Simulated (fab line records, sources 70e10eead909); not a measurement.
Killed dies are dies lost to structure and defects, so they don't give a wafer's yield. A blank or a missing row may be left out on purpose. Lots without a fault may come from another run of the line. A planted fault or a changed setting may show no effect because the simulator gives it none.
Which tool did it? | flow nand_harc | 14 lots, 42 wafers sampled, at 4 steps of a route of 1302

WHAT THE GAUGES READ, wafer by wafer
The record holds no reading of a measuring or inspecting step that can be judged against a usual standard deviation.

WHICH TOOL RAN EACH LOT (tool, then ch and the chambers of the sampled wafers, then the start)
lot  | NHARC_P_CONTACT_ETCH_18                       | NHARC_P_CONTACT_CVD_23                   | NHARC_P_M0_PEB_07                 | NHARC_P_M0_DESCUM_14
L603 | rie_diel-04 ch 2,3, day 6 05:33 or earlier    | cvd_w-02 ch 0,1, day 6 05:33 or earlier  | litho_track-01 ch 0, day 6 05:33  | rie_diel-05 ch 0,1,3, day 6 05:49
L604 | rie_diel-01 ch 0,2, day 6 10:22 or earlier    | cvd_w-02 ch 0,1, day 6 10:22 or earlier  | litho_track-01 ch 0, day 6 10:22  | rie_diel-03 ch 2,3, day 6 10:38
L605 | rie_diel-04 ch 0,1,3, day 7 04:38 or earlier  | cvd_w-02 ch 0, day 7 04:38 or earlier    | litho_track-06 ch 0, day 7 04:38  | rie_diel-03 ch 1,2, day 7 04:55
L606 | rie_diel-04 ch 0,3, day 7 13:50 or earlier    | cvd_w-01 ch 0,1, day 7 13:50 or earlier  | litho_track-06 ch 0, day 7 13:50  | rie_diel-03 ch 0,2,3, day 7 14:07
L609 | rie_diel-12 ch 1,2,3, day 8 22:04 or earlier  | cvd_w-02 ch 0,1, day 8 22:04 or earlier  | litho_track-04 ch 0, day 8 22:04  | rie_diel-03 ch 0,2,3, day 8 23:00
L614 | rie_diel-04 ch 0,3, day 11 00:11 or earlier   | cvd_w-02 ch 0,1, day 11 00:11 or earlier | litho_track-06 ch 0, day 11 00:11 | rie_diel-03 ch 1,2,3, day 11 00:28
L616 | rie_diel-01 ch 0,1, day 11 23:11 or earlier   | cvd_w-02 ch 0,1, day 11 23:11 or earlier | litho_track-06 ch 0, day 11 23:11 | rie_diel-05 ch 0,1,2, day 11 23:28
L619 | rie_diel-04 ch 0,2,3, day 12 12:58 or earlier | cvd_w-01 ch 0,1, day 12 12:58 or earlier | litho_track-01 ch 0, day 12 12:58 | rie_diel-03 ch 0,1,2, day 12 13:16
L621 | rie_diel-04 ch 1,2, day 13 17:05 or earlier   | cvd_w-02 ch 1, day 13 17:05 or earlier   | litho_track-04 ch 0, day 13 17:05 | rie_diel-03 ch 0,3, day 13 17:22
L622 | rie_diel-12 ch 2,3, day 13 18:27 or earlier   | cvd_w-01 ch 0,1, day 13 18:27 or earlier | litho_track-01 ch 0, day 13 18:27 | rie_diel-13 ch 0,3, day 13 18:44
L623 | rie_diel-01 ch 1,2, day 14 07:28 or earlier   | cvd_w-02 ch 0,1, day 14 07:28 or earlier | litho_track-01 ch 0, day 14 07:28 | rie_diel-05 ch 1,2,3, day 14 07:46
L624 | rie_diel-04 ch 1,2,3, day 14 13:13 or earlier | cvd_w-02 ch 0,1, day 14 13:13 or earlier | litho_track-01 ch 0, day 14 13:13 | rie_diel-13 ch 0,2, day 14 13:28
L625 | rie_diel-04 ch 1,2,3, day 15 06:01 or earlier | cvd_w-01 ch 0,1, day 15 06:01 or earlier | litho_track-04 ch 0, day 15 06:01 | rie_diel-03 ch 0,3, day 15 06:16
L626 | rie_diel-04 ch 1,3, day 15 14:20 or earlier   | cvd_w-01 ch 0,1, day 15 14:20 or earlier | litho_track-06 ch 0, day 15 14:20 | rie_diel-03 ch 0,1,3, day 15 14:35
- NHARC_P_CONTACT_ETCH_18: etches the open film in C4F8/O2/Ar, target depth 481 nm, time 240.5 s.
- NHARC_P_CONTACT_CVD_23: deposits W, target thk 200 nm, time 557 s.
- NHARC_P_M0_PEB_07: peb time 65 s.
- NHARC_P_M0_DESCUM_14: chemistry O2, time 3 s.

WHAT THE TOOLS THEMSELVES READ (means of the sampled wafers that have a number; where no wafer has one, the mark that the record gives instead)
NHARC_P_CONTACT_ETCH_18.
lot  | tool        | oes_product_au (a.u.) | rf_vpp_V (V)
L603 | rie_diel-04 | 0.982                 | 980
L604 | rie_diel-01 | 0.963                 | 985
L605 | rie_diel-04 | 0.967                 | 976
L606 | rie_diel-04 | 0.962                 | 980
L609 | rie_diel-12 | 0.996                 | 976
L614 | rie_diel-04 | 0.934                 | 980
L616 | rie_diel-01 | 0.967                 | 983
L619 | rie_diel-04 | 0.958                 | 982
L621 | rie_diel-04 | 0.976                 | 978
L622 | rie_diel-12 | 0.934                 | 973
L623 | rie_diel-01 | 0.940                 | 978
L624 | rie_diel-04 | 0.965                 | 979
L625 | rie_diel-04 | 0.967                 | 980
L626 | rie_diel-04 | 0.979                 | 975

NHARC_P_CONTACT_CVD_23.
lot  | tool     | chamber_pressure_Torr (Torr) | heater_power_w (W) | throttle_valve_pct (%)
L603 | cvd_w-02 | 39.99                        | 435                | 7.87
L604 | cvd_w-02 | 40.08                        | 451                | 8.00
L605 | cvd_w-02 | 39.93                        | 429                | 7.82
L606 | cvd_w-01 | 40.04                        | 509                | 8.05
L609 | cvd_w-02 | 40.05                        | 439                | 7.76
L614 | cvd_w-02 | 39.91                        | 455                | 7.94
L616 | cvd_w-02 | 40.05                        | 453                | 7.94
L619 | cvd_w-01 | 40.04                        | 509                | 7.54
L621 | cvd_w-02 | 39.99                        | 469                | 7.70
L622 | cvd_w-01 | 40.00                        | 486                | 7.59
L623 | cvd_w-02 | 39.97                        | 431                | 8.06
L624 | cvd_w-02 | 39.98                        | 447                | 7.77
L625 | cvd_w-01 | 39.94                        | 494                | 7.77
L626 | cvd_w-01 | 40.05                        | 482                | 7.67

NHARC_P_M0_PEB_07.
lot  | tool           | chill_plate_temp_C (C) | heater_power_total_W (W) | plate_temp_C (C)
L603 | litho_track-01 | 22.95                  | 156.3                    | 100.06
L604 | litho_track-01 | 22.86                  | 156.3                    | 99.93
L605 | litho_track-06 | 23.05                  | 156.6                    | 100.08
L606 | litho_track-06 | 23.08                  | 156.7                    | 100.02
L609 | litho_track-04 | 22.89                  | 156.7                    | 100.08
L614 | litho_track-06 | 23.01                  | 146.9                    | 95.58
L616 | litho_track-06 | 23.07                  | 147.5                    | 95.59
L619 | litho_track-01 | 23.04                  | 156.4                    | 100.14
L621 | litho_track-04 | 23.06                  | 156.7                    | 99.99
L622 | litho_track-01 | 23.09                  | 156.6                    | 100.07
L623 | litho_track-01 | 23.25                  | 156.6                    | 99.88
L624 | litho_track-01 | 23.05                  | 156.5                    | 100.17
L625 | litho_track-04 | 23.07                  | 156.1                    | 99.94
L626 | litho_track-06 | 22.99                  | 156.1                    | 100.01

NHARC_P_M0_DESCUM_14.
lot  | tool        | drypump_motor_current_A (A) | oes_product_au (a.u.) | rf_vpp_V (V) | showerhead_plenum_p_Torr (Torr) | throttle_valve_pct (%)
L603 | rie_diel-05 | 5.4                         | 1.006                 | 57.4         | 1.90                            | 11.315
L604 | rie_diel-03 | 6.1                         | 1.002                 | 58.0         | 1.91                            | 11.310
L605 | rie_diel-03 | 6.0                         | 0.997                 | 58.6         | 1.97                            | 11.307
L606 | rie_diel-03 | 5.8                         | 0.998                 | 57.9         | 1.86                            | 11.308
L609 | rie_diel-03 | 5.8                         | 1.003                 | 57.3         | 1.86                            | 11.314
L614 | rie_diel-03 | 5.8                         | 0.999                 | 56.7         | 1.93                            | 11.309
L616 | rie_diel-05 | 5.3                         | 1.002                 | 57.7         | 1.87                            | 11.315
L619 | rie_diel-03 | 5.6                         | 0.997                 | 57.1         | 1.91                            | 11.311
L621 | rie_diel-03 | 5.5                         | 1.001                 | 57.0         | 1.80                            | 11.304
L622 | rie_diel-13 | 6.0                         | 1.001                 | 57.5         | 1.86                            | 11.317
L623 | rie_diel-05 | 5.2                         | 1.006                 | 57.1         | 1.87                            | 11.315
L624 | rie_diel-13 | 6.0                         | 1.009                 | 57.9         | 1.87                            | 11.306
L625 | rie_diel-03 | 5.5                         | 0.999                 | 56.5         | 1.80                            | 11.313
L626 | rie_diel-03 | 5.5                         | 0.998                 | 57.1         | 1.88                            | 11.310

THE ANSWER, worked out from the rows above alone
Rule: what is usual is taken from the lots themselves. Put in order of their means at a reading, lots are off if they are a third of the lots or fewer, leave a main group of 4 or more, and stand apart from it by a gap of 3 or more times the standard deviation of the main group's means; of several such gaps the widest counts. A main group whose means are all the same, to the digits that the tables above print for the reading, isn't used. A lot without any number at a reading at which 4 lots or more have one is off too. The other lots that the step has rows for count as sound. The gauges are gone through in route order, then the tools' own readings, and for those a lot's mean is taken as printed above. The first step at which some lot is off is used, and at that step the reading that is off furthest; a lot without a number counts as furthest.
Off: L614, L616, at NHARC_P_M0_PEB_07 (plate_temp_C). The main group: mean 100.03 C, standard deviation 0.083.
A tool fits if, at that step or a process step before it, it ran every lot that is off, and no sound lot after the first of them. NHARC_P_CONTACT_ETCH_18 gives no start for some lots, so the hours and the order of its lots are those of NHARC_P_M0_PEB_07. NHARC_P_CONTACT_CVD_23 gives no start for some lots, so the hours and the order of its lots are those of NHARC_P_M0_PEB_07. None of those tried fits.

WHAT THE SIMULATOR HAD PUT IN
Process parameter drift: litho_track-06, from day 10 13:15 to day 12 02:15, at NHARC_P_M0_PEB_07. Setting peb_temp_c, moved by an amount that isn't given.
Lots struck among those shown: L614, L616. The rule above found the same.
